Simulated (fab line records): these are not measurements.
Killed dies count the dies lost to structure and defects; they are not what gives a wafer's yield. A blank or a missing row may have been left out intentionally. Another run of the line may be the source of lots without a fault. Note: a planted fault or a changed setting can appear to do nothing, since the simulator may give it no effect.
Chamber matching + flow n5Finfet + N5_FIN_SAQP_STRIP_77 on rieDiel-02: 4 sister chambers
The step strips in N2/H2, time 90 s. 16 wafers are shown with their chamber, then 8 later ones without.

== WAFERS, EACH WITH ITS CHAMBER ==
| wafer  | chamber | showerheadPlenumPTorr (Torr) | oesProductAu (a.u.) | throttleValvePct (%) |
|--------|---------|------------------------------|---------------------|----------------------|
| L080.3 | 0       | 3.24                         | 0.74                | 12.10                |
| L080.4 | 3       | 3.27                         | 0.81                | 12.29                |
| L080.5 | 0       | 3.25                         | 0.73                | 12.10                |
| L081.1 | 3       | 3.27                         | 0.81                | 12.29                |
| L081.2 | 0       | 3.24                         | 0.74                | 12.11                |
| L081.4 | 1       | 3.52                         | 0.76                | 12.17                |
| L085.1 | 2       | 3.57                         | 0.84                | 12.24                |
| L085.2 | 1       | 3.52                         | 0.76                | 12.18                |
| L085.6 | 3       | 3.26                         | 0.80                | 12.30                |
| L086.3 | 2       | 3.57                         | 0.84                | 12.24                |
| L086.5 | 1       | 3.52                         | 0.76                | 12.18                |
| L086.6 | 0       | 3.24                         | 0.73                | 12.14                |
| L087.2 | 2       | 3.56                         | 0.83                | 12.24                |
| L087.4 | 1       | 3.52                         | 0.76                | 12.18                |
| L087.6 | 1       | 3.52                         | 0.76                | 12.19                |
| L089.1 | 3       | 3.26                         | 0.79                | 12.34                |

SIGNATURES (averages over the wafers above)
| reading               | chamber 0 | chamber 1 | chamber 2 | chamber 3 | scatter within a chamber |
|-----------------------|-----------|-----------|-----------|-----------|--------------------------|
| showerheadPlenumPTorr | 3.2425    | 3.5200    | 3.5667    | 3.2650    | 0.00449                  |
| oesProductAu          | 0.7350    | 0.7600    | 0.8367    | 0.8025    | 0.00607                  |
| throttleValvePct      | 12.1125   | 12.1800   | 12.2400   | 12.3050   | 0.0157                   |
Rule: for each reading, subtract the chamber's mean from the wafer's reading, divide by that reading's scatter and square the result; add these up over the readings and take the root, which gives the wafer's distance from the chamber. If the next closest chamber is less than 2 further off than the closest, the wafer can't be placed; otherwise it belongs to the closest. The scatter is the square root of a quotient: the sum, over the shown wafers, of each reading's squared deviation from its chamber's mean, divided by wafers minus chambers.

== WAFERS WITHOUT THEIR CHAMBER ==
| wafer  | showerheadPlenumPTorr (Torr) | oesProductAu (a.u.) | throttleValvePct (%) |
|--------|------------------------------|---------------------|----------------------|
| L089.2 | 3.51                         | 0.75                | 12.19                |
| L089.3 | 3.24                         | 0.72                | 12.15                |
| L091.1 | 3.26                         | 0.79                | 12.33                |
| L091.2 | 3.23                         | 0.72                | 12.17                |
| L091.3 | 3.51                         | 0.75                | 12.21                |
| L095.4 | 3.56                         | 0.81                | 12.29                |
| L095.5 | 3.25                         | 0.78                | 12.36                |
| L095.6 | 3.51                         | 0.74                | 12.24                |

== THE CHAMBER EACH PASSED THROUGH ==
| wafer  | from the rows above | in truth |
|--------|---------------------|----------|
| L089.2 | 1                   | 1        |
| L089.3 | 0                   | 0        |
| L091.1 | 3                   | 3        |
| L091.2 | 0                   | 0        |
| L091.3 | 1                   | 1        |
| L095.4 | 2                   | 2        |
| L095.5 | 3                   | 3        |
| L095.6 | 1                   | 1        |
Correctly placed: 8 of 8. From these rows, 0 cannot be placed. Number placed wrongly: 0.
